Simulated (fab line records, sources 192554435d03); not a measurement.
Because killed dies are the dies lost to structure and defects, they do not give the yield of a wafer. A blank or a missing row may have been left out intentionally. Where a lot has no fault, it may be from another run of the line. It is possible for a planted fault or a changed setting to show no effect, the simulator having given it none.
A struck lot beside a sound one :: flow n5Finfet :: 34 out of 1938 route steps
Sound: the wafers L523.3, L523.5, L523.6. Wafers L510.2, L510.5, L510.6 were the ones struck. The cause is given at the end.
For every step that has rows: the tool of each side, followed by ch and its chambers, followed by its first start. Under that, the readings that differ: sound wafers :: struck wafers :: difference of the means :: sigmas: that difference in standard deviations of wafers without a fault.
alike: readings with means less than 2 such deviations apart, plus words and numbers identical on both sides. not compared: withheld readings, readings lacking a value on some wafer, bounds such as >300 that could conceal the same value, and numbers that have no deviation in the record and whose values overlap.
A row with sigmas, a row that says differs or no value, or rows on one side alone: a step with any of these is where the two part. When numbers do not overlap yet have no deviation, they are printed without sigmas and do not part them. A reading missing from all wafers of one side parts the sides only when that side holds two or more wafers.

first, 11 steps without rows for these wafers: N5_BEOL_M14_STRIP_69 (strips in N2/H2); N5_BEOL_M14_TRENCH_ETCH_34 (etches SiO2 in C4F8/O2/Ar, target depth 556.65 nm, time 126.9 s); N5_BEOL_M14_STRIP_70 (strips in C4F8/O2/Ar); N5_BEOL_M14_STRIP_37 (strips in O2); N5_BEOL_M14_ETCH_38 (etches SiCN in CF4/N2, target depth 106.5 nm, time 120.6 s); N5_BEOL_M14_PRECLEAN_39 (cleans in residue remover, time 60 s); N5_BEOL_M14_SRD_40 (time 30 s, dry time 30 s); N5_BEOL_M14_DEGAS_41 (time 60 s); N5_BEOL_M14_PRE_CLEAN_42 (time 30 s); N5_BEOL_M14_SPUTTER_43 (material TaN, target thk 15 nm, time 24.19 s); N5_BEOL_M14_SPUTTER_44 (material Ta, target thk 15 nm, time 24.19 s).
N5_BEOL_M14_SPUTTER_45: material Cu, target thk 100 nm, time 16.67 s.
  sound: pvdSputter-03 at day 17 17:30; struck: pvdSputter-01 at day 14 13:10
  alike: biasV, chuckGasFlowSccm, chuckSensorTempC, throttleValvePct
then, 21 steps without rows for these wafers: N5_BEOL_M14_ECD_47 (material Cu, target thk 1248 nm); N5_BEOL_M14_ANNEAL_48 (time 90 s); N5_BEOL_M14_CMP_49 (polishes, stops on SiO2, t overpolish 5.2 s, target thk 560 nm); N5_BEOL_M14_PRE_CLEAN_52 (time 15 s); N5_BEOL_M14_DEP_53 (deposits SiCN from 3MS/NH3, target thk 50 nm, time 17.8 s); N5_BEOL_M15_ILD_DEP_00 (deposits SiO2 from TEOS/O2, target thk 1629.3 nm, time 346.1 s); N5_BEOL_M15_COAT_58 (time 60 s, resist thk 89 nm); N5_BEOL_M15_COAT_04 (resist thk 800 nm); N5_BEOL_M15_EBR_06; N5_BEOL_M15_SOFTBAKE_05 (time 60 s); N5_BEOL_M15_EXPOSE_07 (exposes mask V14); N5_BEOL_M15_PEB_08 (peb time 90 s); N5_BEOL_M15_DEVELOP_09 (develop time 45 s); N5_BEOL_M15_HARDBAKE_14 (time 120 s); N5_BEOL_M15_DESCUM_15 (chemistry O2, time 7.9 s); N5_BEOL_M15_ETCH_59 (etches BARC in N2/H2, target depth 89 nm, overetch 26.7 nm, time 67.9 s); N5_BEOL_M15_VIA_ETCH_16 (etches SiO2 in C4F8/O2/Ar, target depth 1792.2 nm); N5_BEOL_M15_STRIP_63 (strips in O2); N5_BEOL_M15_STRIP_64 (strips in O2); N5_BEOL_M15_STRIP_65 (strips in post etch residue remover, time 60 s); N5_BEOL_M15_SRD_66 (time 30 s, dry time 30 s).
N5_PASSIVATION_PROBE_49:
  the record has rows for the struck wafers here (prober-01, day 15 14:56) and none for the sound ones

WHERE THEY PART
Only at N5_PASSIVATION_PROBE_49, within this record.

WHY: what had been put in by the simulator
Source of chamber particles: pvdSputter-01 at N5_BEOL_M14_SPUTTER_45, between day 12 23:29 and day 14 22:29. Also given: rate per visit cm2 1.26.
